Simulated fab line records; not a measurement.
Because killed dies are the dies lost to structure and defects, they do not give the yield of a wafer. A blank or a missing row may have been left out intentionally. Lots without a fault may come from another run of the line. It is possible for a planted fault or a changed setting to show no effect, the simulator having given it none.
What tool caused it? :: flow n5_finfet :: Sampling: 10 lots, 28 wafers, 4 of 1938 route steps

== WHAT THE GAUGES SHOWED, per wafer ==
N5_MOL_CONTACT_COAG_THK_MEAS_53.
lot: L833
measured: day 5 05:59
on: film_metro-01
VIA_MOL_THK (nm): 43.9 43.8 44.4

lot: L835
measured: day 5 17:32
on: film_metro-02
VIA_MOL_THK (nm): 43.8 43.0 44.6

lot: L837
measured: day 6 05:26
on: film_metro-01
VIA_MOL_THK (nm): 42.8 43.2 44.4

lot: L836
measured: day 6 06:02
on: film_metro-01
VIA_MOL_THK (nm): 43.6 43.8

lot: L839
measured: day 6 20:06
on: film_metro-02
VIA_MOL_THK (nm): 43.6 43.8

lot: L843
measured: day 7 14:45
on: film_metro-02
VIA_MOL_THK (nm): 43.0 44.2 43.8

lot: L846
measured: day 8 09:16
on: film_metro-01
VIA_MOL_THK (nm): 44.0 44.4 29.8

lot: L847
measured: day 9 01:23
on: film_metro-01
VIA_MOL_THK (nm): 43.6 43.4 30.8

lot: L855
measured: day 10 16:43
on: film_metro-01
VIA_MOL_THK (nm): 43.9 45.3 44.9

lot: L856
measured: day 11 04:47
on: film_metro-02
VIA_MOL_THK (nm): 43.5 44.3 43.4

== WHAT TOOL EACH LOT RAN ON (gives the tool, then ch and the chambers of the sampled wafers, and finally the start) ==
lot: L833
N5_MOL_CONTACT_COAG_PECVD_31: pecvd-01 ch 0,2, day 5 01:41
N5_MOL_CONTACT_COAG_ETCH_67: rie_diel-06 ch 1,2,3, day 5 04:45
N5_MOL_CONTACT_COAG_ETCHBACK_136: rie_diel-06 ch 1,2,3, day 5 04:50

lot: L835
N5_MOL_CONTACT_COAG_PECVD_31: pecvd-02 ch 1,2, day 5 13:49
N5_MOL_CONTACT_COAG_ETCH_67: rie_diel-05 ch 1,2,3, day 5 16:19
N5_MOL_CONTACT_COAG_ETCHBACK_136: rie_diel-05 ch 1,2,3, day 5 16:24

lot: L837
N5_MOL_CONTACT_COAG_PECVD_31: pecvd-02 ch 0,1,2, day 6 01:32
N5_MOL_CONTACT_COAG_ETCH_67: rie_diel-02 ch 0,2, day 6 04:13
N5_MOL_CONTACT_COAG_ETCHBACK_136: rie_diel-02 ch 0,2, day 6 04:18

lot: L836
N5_MOL_CONTACT_COAG_PECVD_31: pecvd-02 ch 0,2, day 6 02:11
N5_MOL_CONTACT_COAG_ETCH_67: rie_diel-02 ch 1,2, day 6 04:33
N5_MOL_CONTACT_COAG_ETCHBACK_136: rie_diel-02 ch 1,2, day 6 04:38

lot: L839
N5_MOL_CONTACT_COAG_PECVD_31: pecvd-02 ch 1,2, day 6 15:50
N5_MOL_CONTACT_COAG_ETCH_67: rie_diel-06 ch 1,2, day 6 18:55
N5_MOL_CONTACT_COAG_ETCHBACK_136: rie_diel-06 ch 1,2, day 6 18:58

lot: L843
N5_MOL_CONTACT_COAG_PECVD_31: pecvd-02 ch 0,2, day 7 11:17
N5_MOL_CONTACT_COAG_ETCH_67: rie_diel-06 ch 0,1,2, day 7 13:32
N5_MOL_CONTACT_COAG_ETCHBACK_136: rie_diel-06 ch 0,1,2, day 7 13:37

lot: L846
N5_MOL_CONTACT_COAG_PECVD_31: pecvd-02 ch 0,1, day 8 05:47
N5_MOL_CONTACT_COAG_ETCH_67: rie_diel-05 ch 0,1,3, day 8 08:03
N5_MOL_CONTACT_COAG_ETCHBACK_136: rie_diel-05 ch 0,1,3, day 8 08:08

lot: L847
N5_MOL_CONTACT_COAG_PECVD_31: pecvd-02 ch 0,1,2, day 8 21:53
N5_MOL_CONTACT_COAG_ETCH_67: rie_diel-06 ch 0,3, day 9 00:10
N5_MOL_CONTACT_COAG_ETCHBACK_136: rie_diel-06 ch 0,3, day 9 00:15

lot: L855
N5_MOL_CONTACT_COAG_PECVD_31: pecvd-01 ch 0,1, day 10 12:46
N5_MOL_CONTACT_COAG_ETCH_67: rie_diel-06 ch 0,1,3, day 10 15:21
N5_MOL_CONTACT_COAG_ETCHBACK_136: rie_diel-06 ch 0,1,3, day 10 15:26

lot: L856
N5_MOL_CONTACT_COAG_PECVD_31: pecvd-04 ch 0,1,2, day 11 01:14
N5_MOL_CONTACT_COAG_ETCH_67: rie_diel-02 ch 2,3, day 11 03:34
N5_MOL_CONTACT_COAG_ETCHBACK_136: rie_diel-02 ch 2,3, day 11 03:39
- N5_MOL_CONTACT_COAG_PECVD_31: deposits SiO2 from TEOS/O2, target thk 46 nm, time 8.9 s.
- N5_MOL_CONTACT_COAG_ETCH_67: etches SOC in N2/H2, target depth 60 nm, overetch 21 nm, time 101.2 s.
- N5_MOL_CONTACT_COAG_ETCHBACK_136: etches SiO2 in CHF3, target depth 25 nm, time 16.7 s.

== THE ANSWER, worked out from the rows above alone ==
Rule: what is usual is taken from the lots themselves. The widest of any qualifying gaps counts: lots, ordered by their means at a reading, are off when they make up no more than a third of the lots, leave a main group of 4 or more, and stand apart from it by 3 or more times the standard deviation of that group's means. A main group whose means are all the same, to the digits that the tables above print for the reading, isn't used. Also off: a lot with no number at a reading for which 4 or more lots have one. All remaining lots with rows at the step are treated as sound.
Off: at N5_MOL_CONTACT_COAG_THK_MEAS_53 (VIA_MOL_THK), L846, L847. The main group has a mean of 43.9 nm with a standard deviation of 0.35.
A tool fits if, at a process step before that reading, it ran every lot that is off, and no sound lot after the first of them. Gauges at N5_MOL_CONTACT_COAG_THK_MEAS_53: tried the same way as those tools. One candidate fits, namely pecvd-02 at N5_MOL_CONTACT_COAG_PECVD_31. A fault onset in the window from L843 (day 7 11:17, its last sound lot) to L846 (day 8 05:47, its first lot off) fits.

== WHAT HAD BEEN PUT IN BY THE SIMULATOR ==
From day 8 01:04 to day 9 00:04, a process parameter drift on pecvd-02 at N5_MOL_CONTACT_COAG_PECVD_31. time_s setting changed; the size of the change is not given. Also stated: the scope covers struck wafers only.
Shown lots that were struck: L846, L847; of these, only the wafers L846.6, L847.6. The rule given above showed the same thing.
